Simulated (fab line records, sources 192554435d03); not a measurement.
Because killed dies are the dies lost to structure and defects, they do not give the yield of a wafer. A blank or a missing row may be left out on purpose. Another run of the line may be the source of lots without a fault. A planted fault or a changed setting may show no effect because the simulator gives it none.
fab line records	flow n5Finfet
record: lots: 13	wafers: 36	lastDay: 18
route steps=1938 shown BEOL_M5@1163 PASSIVATION@1936
lots untouched by any fault: they come from a run of this same line in which no faults occurred
startH: the number of hours between the record's first day and the start of the first shown wafer of the lot	waitH: hours from the lot's prior step to this one	" the same as in the row above	L1.1+2: several wafers, shown together as one row	- value missing, or start not given	* or withheld: withheld	< > ~ a bound
route shown NAME@n: a module of which the file shows steps, and the number in the route of the first	usual: mean/standard deviation taken from wafers without a fault	same: alike in all rows	chamber/n: place in a boat	sites: the reading at each site	_std_site: the standard deviation of these	_edge_site: outer sites' mean less inner sites'	radiusMm: for every site, how far away it sits from the centre of the wafer	mask NAME#n: copy n	behind: the last tool/chamber to shape the wafer	hold: why the lot was held/for how many hours/how that ended	device: the transistor (n, p or np) that didn't switch	end of line: at the end of the route, the tests of the same wafers	where a step has no rows: the recipe by itself	killed: not the wafer's yield, but the dies lost to structure and defects at the first sort	map: a wafer's dies, marking killed ones x, the rest . and places with no die _
set.NAME: setting as actually run; set.NAME@STEP: the setting as run at that earlier step	model.NAME: the simulator's own value behind a step, which no gauge read
steps of the route over a sample of lots; a table a step, a row a wafer
services: from which hour (startH, from the record's first day; less than 0 if before it) a tool's chamber was out of use, for how many hours, and why
== steps ==
step: N5_BEOL_M5_OCD_MEAS_38
usual: trenchDepthNm: 71.0/1.3
lot.wafer	tool	chamber	startH	waitH	trenchDepthNm
L917.3	ocd-02	-	171.15	-	71.4
L917.4	"	-	"	"	70.4
L917.5	"	-	"	"	71.5
L919.3	ocd-02	-	182.09	-	70.3
L919.4	"	-	"	"	70.3
L919.5	"	-	"	"	70.1
L921.2	ocd-02	-	193.88	-	72.3
L921.3	"	-	"	"	71.9
L921.4	"	-	"	"	70.9
L923.1	ocd-02	-	219.20	-	70.5
L923.6	"	-	"	"	70.5
L925.2	ocd-01	-	230.15	-	71.7
L925.3	"	-	"	"	70.2
L925.6	"	-	"	"	70.7
L926.3	ocd-01	-	236.19	-	69.2
L926.5	"	-	"	"	74.6
L928.4	ocd-01	-	254.31	-	71.2
L928.6	"	-	"	"	70.8
L929.3	ocd-02	-	261.01	-	74.8
L929.4	"	-	"	"	71.1
L929.5	"	-	"	"	71.3
L932.4	ocd-02	-	276.23	-	71.1
L932.5	"	-	"	"	70.9
L932.6	"	-	"	"	70.1
L933.1	ocd-01	-	286.60	-	70.0
L933.3	"	-	"	"	72.1
L933.6	"	-	"	"	72.5
L934.1	ocd-01	-	292.76	-	69.9
L934.2	"	-	"	"	74.0
L934.5	"	-	"	"	72.7
L936.2	ocd-02	-	293.59	-	70.2
L936.3	"	-	"	"	71.1
L936.4	"	-	"	"	71.3
L939.2	ocd-01	-	328.60	-	69.6
L939.4	"	-	"	"	69.5
L939.5	"	-	"	"	69.7
step: N5_BEOL_M5_SPUTTER_83
recipe: material: Cu	targetThkA: 150	tempC: -20	chamberPressurePa: 0.07	powerW: withheld	timeS: 27.62
usual: chamberPressurePa: 0.07003/0.00014	chuckGasFlowSccm: 1.26/0.049	throttleValvePct: 29.4/0.92
lot.wafer	tool	chamber	startH	waitH	chamberPressurePa	chuckGasFlowSccm	throttleValvePct
L917.3	pvdSputter-03	-	176.54	0.5	0.07011	1.33	29.3
L917.4	"	-	"	"	0.07001	1.31	28.5
L917.5	"	-	"	"	0.07003	1.26	29.5
L919.3	pvdSputter-03	-	186.02	0.5	0.07007	1.23	29.3
L919.4	"	-	"	"	0.07005	1.34	28.8
L919.5	"	-	"	"	0.07008	1.20	29.1
L921.2	pvdSputter-02	-	198.74	0.5	0.06999	1.29	28.6
L921.3	"	-	"	"	0.06995	1.22	30.1
L921.4	"	-	"	"	0.06985	1.24	31.9
L923.1	pvdSputter-01	-	223.06	0.5	0.0701	1.24	28.6
L923.6	"	-	"	"	0.07002	1.22	28.8
L925.2	pvdSputter-02	-	234.43	0.5	0.06985	1.26	30.1
L925.3	"	-	"	"	0.06992	1.26	30.2
L925.6	"	-	"	"	0.07023	1.27	32.0
L926.3	pvdSputter-01	-	240.34	0.5	0.07031	1.24	28.8
L926.5	"	-	"	"	0.06982	1.31	28.6
L928.4	pvdSputter-01	-	258.26	0.5	0.07048	1.31	28.9
L928.6	"	-	"	"	0.07036	1.27	29.0
L929.3	pvdSputter-03	-	265.54	0.5	0.07	1.26	28.7
L929.4	"	-	"	"	0.06989	1.21	28.7
L929.5	"	-	"	"	0.06979	1.29	29.4
L932.4	pvdSputter-01	-	279.74	0.5	0.07001	1.20	28.9
L932.5	"	-	"	"	0.06995	1.27	29.0
L932.6	"	-	"	"	0.0703	1.21	28.7
L933.1	pvdSputter-02	-	290.79	0.5	0.0703	1.24	29.9
L933.3	"	-	"	"	0.06999	1.32	31.8
L933.6	"	-	"	"	0.07015	1.23	31.8
L934.1	pvdSputter-03	-	296.24	0.5	0.07007	1.19	28.9
L934.2	"	-	"	"	0.06998	1.34	29.1
L934.5	"	-	"	"	0.07	1.25	29.5
L936.2	pvdSputter-02	-	297.70	0.5	0.07012	1.26	29.0
L936.3	"	-	"	"	0.07019	1.21	30.0
L936.4	"	-	"	"	0.06983	1.27	31.9
L939.2	pvdSputter-02	-	332.32	0.5	0.06998	1.25	31.8
L939.4	"	-	"	"	0.07024	1.28	30.2
L939.5	"	-	"	"	0.06997	1.26	30.1
step: N5_BEOL_M5_ANNEAL_84
recipe: tempC: 400	timeS: 1800	ambient: vacuum
usual: heaterPowerW: 826/96
lot.wafer	tool	chamber	startH	waitH	heaterPowerW
L917.3	pvdSputter-03	-	176.62	0.0	801
L917.4	"	-	"	"	1024
L917.5	"	-	"	"	817
L919.3	pvdSputter-03	-	186.10	0.0	799
L919.4	"	-	"	"	619
L919.5	"	-	"	"	819
L921.2	pvdSputter-02	-	198.82	0.0	891
L921.3	"	-	"	"	791
L921.4	"	-	"	"	835
L923.1	pvdSputter-01	-	223.14	0.0	792
L923.6	"	-	"	"	742
L925.2	pvdSputter-02	-	234.51	0.0	793
L925.3	"	-	"	"	860
L925.6	"	-	"	"	819
L926.3	pvdSputter-01	-	240.42	0.0	925
L926.5	"	-	"	"	736
L928.4	pvdSputter-01	-	258.34	0.0	967
L928.6	"	-	"	"	976
L929.3	pvdSputter-03	-	265.62	0.0	633
L929.4	"	-	"	"	1018
L929.5	"	-	"	"	821
L932.4	pvdSputter-01	-	279.82	0.0	724
L932.5	"	-	"	"	939
L932.6	"	-	"	"	783
L933.1	pvdSputter-02	-	290.87	0.0	880
L933.3	"	-	"	"	847
L933.6	"	-	"	"	823
L934.1	pvdSputter-03	-	296.32	0.0	1029
L934.2	"	-	"	"	816
L934.5	"	-	"	"	830
L936.2	pvdSputter-02	-	297.78	0.0	866
L936.3	"	-	"	"	868
L936.4	"	-	"	"	830
L939.2	pvdSputter-02	-	332.40	0.0	805
L939.4	"	-	"	"	859
L939.5	"	-	"	"	796
step: N5_BEOL_M5_SPUTTER_88
recipe: material: Cu	targetThkA: 150	tempC: -20	chamberPressurePa: 0.07	powerW: withheld	timeS: 27.62
usual: chamberPressurePa: 0.07003/0.00014	chuckGasFlowSccm: 1.26/0.052	throttleValvePct: 29.4/0.92
lot.wafer	tool	chamber	startH	waitH	chamberPressurePa	chuckGasFlowSccm	throttleValvePct
L917.3	pvdSputter-03	-	177.62	0.5	0.0702	1.29	29.4
L917.4	"	-	"	"	0.0698	1.15	28.7
L917.5	"	-	"	"	0.06999	1.25	29.2
L919.3	pvdSputter-03	-	187.11	0.5	0.07002	1.27	29.3
L919.4	"	-	"	"	0.07008	1.31	28.5
L919.5	"	-	"	"	0.06998	1.27	29.2
L921.2	pvdSputter-02	-	199.83	0.5	0.07004	1.27	29.1
L921.3	"	-	"	"	0.06987	1.27	30.3
L921.4	"	-	"	"	0.06988	1.18	32.1
L923.1	pvdSputter-01	-	224.15	0.5	0.06984	1.30	28.7
L923.6	"	-	"	"	0.06993	1.35	28.6
L925.2	pvdSputter-02	-	235.52	0.5	0.06992	1.36	29.8
L925.3	"	-	"	"	0.06991	1.23	29.6
L925.6	"	-	"	"	0.07001	1.24	31.8
L926.3	pvdSputter-01	-	241.42	0.5	0.06993	1.22	28.9
L926.5	"	-	"	"	0.07017	1.33	28.9
L928.4	pvdSputter-01	-	259.35	0.5	0.07015	1.28	28.9
L928.6	"	-	"	"	0.07002	1.22	28.9
L929.3	pvdSputter-03	-	266.62	0.5	0.07012	1.28	28.6
L929.4	"	-	"	"	0.07025	1.23	28.8
L929.5	"	-	"	"	0.07015	1.25	29.4
L932.4	pvdSputter-01	-	280.83	0.5	0.07001	1.24	29.1
L932.5	"	-	"	"	0.07009	1.30	29.1
L932.6	"	-	"	"	0.07004	1.26	28.9
L933.1	pvdSputter-02	-	291.88	0.5	-	-	-
L933.3	"	-	"	"	-	-	-
L933.6	"	-	"	"	-	-	-
L934.1	pvdSputter-03	-	297.32	0.5	-	-	-
L934.2	"	-	"	"	-	-	-
L934.5	"	-	"	"	-	-	-
L936.2	pvdSputter-02	-	298.78	0.5	-	-	-
L936.3	"	-	"	"	-	-	-
L936.4	"	-	"	"	-	-	-
L939.2	pvdSputter-02	-	333.41	0.5	0.07019	1.25	31.9
L939.4	"	-	"	"	0.06994	1.28	30.0
L939.5	"	-	"	"	0.07016	1.22	30.3
step: N5_PASSIVATION_PROBE_49
usual: defectLimitedYield: 91.5/1.5	killed_at_M0_to_M3: 32/10	killed_at_M4_up: 13/4.9	killedAtContacts: 13/6.1	killedAtFrontEnd: 38/11	killedAtOther: 3/3.2	killedDies: 101/18	killedOpen: 66/13	killedShort: 32/8.3	sort_bin_4_leakage: 0.00/0.018	sort_bin_5_function: 5.0/1	sort_bin_6_memory: 3.2/0.74	sort_bin_8_speed: 0.1/1.1	sortNPass: 1078/22	sortYieldPct: 91.3/1.9
same: grossDies: 1180	killedAtBackSide: 0
lot.wafer	tool	chamber	startH	waitH	defectLimitedYield[%]	killed_at_M0_to_M3	killed_at_M4_up	killedAtContacts	killedAtFrontEnd	killedAtOther	killedDies	killedOpen	killedShort	sort_bin_4_leakage[%]	sort_bin_5_function[%]	sort_bin_6_memory[%]	sort_bin_8_speed[%]	sortNPass	sortYieldPct[%]
L933.1	prober-02	-	386.71	0.0	90.3	23	36	9	45	2	115	56	23	0	5.6	2.9	0	1065	90.3
L933.3	prober-02	-	386.81	0.1	90.1	15	30	12	58	2	117	56	42	0	5.3	4.2	0	1063	90.1
L933.6	prober-02	-	386.96	0.3	93.5	14	30	10	23	0	77	39	20	0	4.2	2.1	0	1103	93.5
L934.1	prober-02	-	392.76	0.5	88.4	35	34	23	33	12	137	70	41	0	7.3	4.1	0	1043	88.4
L934.2	prober-02	-	392.81	0.5	88.7	42	32	12	46	1	133	66	43	0	6.4	4.4	0.1	1047	88.7
L934.5	prober-02	-	392.96	0.7	92.0	21	19	11	34	9	94	57	24	0.08	5.1	2.9	0	1085	91.9
L936.2	prober-01	-	402.30	0.1	92.4	27	37	5	19	2	90	50	19	0	3.6	3.7	0	1090	92.4
L936.3	prober-01	-	402.35	0.1	89.6	46	37	7	33	0	123	59	41	0	5.8	4.2	0	1057	89.6
L936.4	prober-01	-	402.40	0.2	89.6	35	34	10	42	2	123	77	27	0	6.6	3.6	0	1057	89.6
killed by level:class
L933.1 BEOL_M5:interfaceVoidOpened=22 HKMG_FIN:areaEtch=14 BEOL_M0_SAQP:geometricParticle:short=10 STI_FIN_REVEAL:geometricParticle:open=9 MOL_CONTACT_COAG:geometricParticle:open=9 BEOL_M0_SAQP:geometricParticle:open=7 GATE_CUT:geometricParticle:open=4 BEOL_M5:geometricParticle:open=4
L933.3 BEOL_M5:interfaceVoidOpened=18 FIN_SAQP:geometricParticle:open=13 FIN_SAQP:geometricParticle:short=10 BEOL_M4:geometricParticle:open=8 MOL_CONTACT_COAG:geometricParticle:open=7 DUMMY_GATE:geometricParticle:short=5 MOL_CONTACT_COAG:geometricParticle:short=5 STI_FIN_REVEAL:geometricParticle:open=4
L933.6 BEOL_M5:interfaceVoidOpened=17 MOL_CONTACT_COAG:geometricParticle:short=5 MOL_CONTACT_COAG:geometricParticle:open=5 BEOL_M4:geometricParticle:open=5 DUMMY_GATE:geometricParticle:open=4 BEOL_M0_SAQP:geometricParticle:open=4 BEOL_M1:geometricParticle:open=4 STARTING-WAFER:geometricParticle:short=3
L934.1 BEOL_M5:interfaceVoidOpened=26 MOL_CONTACT_COAG:geometricParticle:open=19 BEOL_M1:geometricParticle:open=12 STI_FIN_REVEAL:geometricParticle:open=8 BEOL_M1:geometricParticle:short=8 BEOL_M2:geometricParticle:open=5 MOL_CONTACT_COAG:geometricParticle:short=4 MIM_TOP_ETCH:geometricParticle:open=4
L934.2 BEOL_M5:interfaceVoidOpened=23 BEOL_M2:geometricParticle:open=12 GATE_CUT:geometricParticle:short=10 STI_FIN_REVEAL:geometricParticle:open=9 MOL_CONTACT_COAG:geometricParticle:open=8 BEOL_M1:geometricParticle:short=8 DUMMY_GATE:geometricParticle:open=7 BEOL_M1:geometricParticle:open=7
L934.5 BEOL_M5:interfaceVoidOpened=13 MOL_CONTACT_COAG:geometricParticle:open=10 BEOL_M1:geometricParticle:open=7 STI_FIN_REVEAL:geometricParticle:open=6 DUMMY_GATE:geometricParticle:open=6 FIN_SAQP:geometricParticle:short=5 STARTING-WAFER:geometricParticle:open=5 BEOL_M0:geometricParticle:open=4
L936.2 BEOL_M5:interfaceVoidOpened=20 BEOL_M4:geometricParticle:open=11 BEOL_M0_SAQP:geometricParticle:open=8 BEOL_M0_SAQP:geometricParticle:short=6 BEOL_M2:geometricParticle:open=5 MOL_CONTACT_COAG:geometricParticle:open=4 BEOL_M3:geometricParticle:open=4 STI_FIN_REVEAL:geometricParticle:open=3
L936.3 BEOL_M5:interfaceVoidOpened=21 BEOL_M0_SAQP:geometricParticle:short=11 FIN_SAQP:geometricParticle:short=9 BEOL_M0_SAQP:geometricParticle:open=9 BEOL_M2:geometricParticle:open=9 BEOL_M4:geometricParticle:open=7 BEOL_M1:geometricParticle:open=6 MOL_CONTACT_COAG:geometricParticle:open=5
L936.4 BEOL_M5:interfaceVoidOpened=18 FIN_SAQP:geometricParticle:open=15 BEOL_M1:geometricParticle:open=11 BEOL_M4:geometricParticle:open=10 FIN_SAQP:geometricParticle:short=9 MOL_CONTACT_COAG:geometricParticle:open=9 BEOL_M0_SAQP:geometricParticle:open=9 STARTING-WAFER:geometricParticle:open=5
== services ==
tool	chamber	startH	hours	kind
pvdSputter-02	-	174.82	1.6	repair
== key ==
firstSign: step: N5_BEOL_M5_SPUTTER_88	reading: toolRecord	direction: missing
effect: step: N5_PASSIVATION_PROBE_49	reading: killed_at_M4_up	direction: up	sigmas: 3.8	usual: 13	struck: 32
metAt N5_BEOL_M5_SPUTTER_88
struckLots L933,L934,L936
baselineLoss: step: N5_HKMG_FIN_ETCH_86	wafers: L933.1
notActingAt N5_BEOL_M5_OCD_MEAS_38,N5_BEOL_M5_SPUTTER_83,N5_BEOL_M5_ANNEAL_84
onsetBetween 266.62 291.88
fault: kind: skippedStepWhole	tool: pvdSputter-02,pvdSputter-03	chamber: -	onsetH: 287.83	steps: N5_BEOL_M5_SPUTTER_88	scope: struckLotsOnly
baselineLoss: these wafers lose ten dies or more at that step, a loss of the line's own and not of a fault; the sort's usual values leave them out
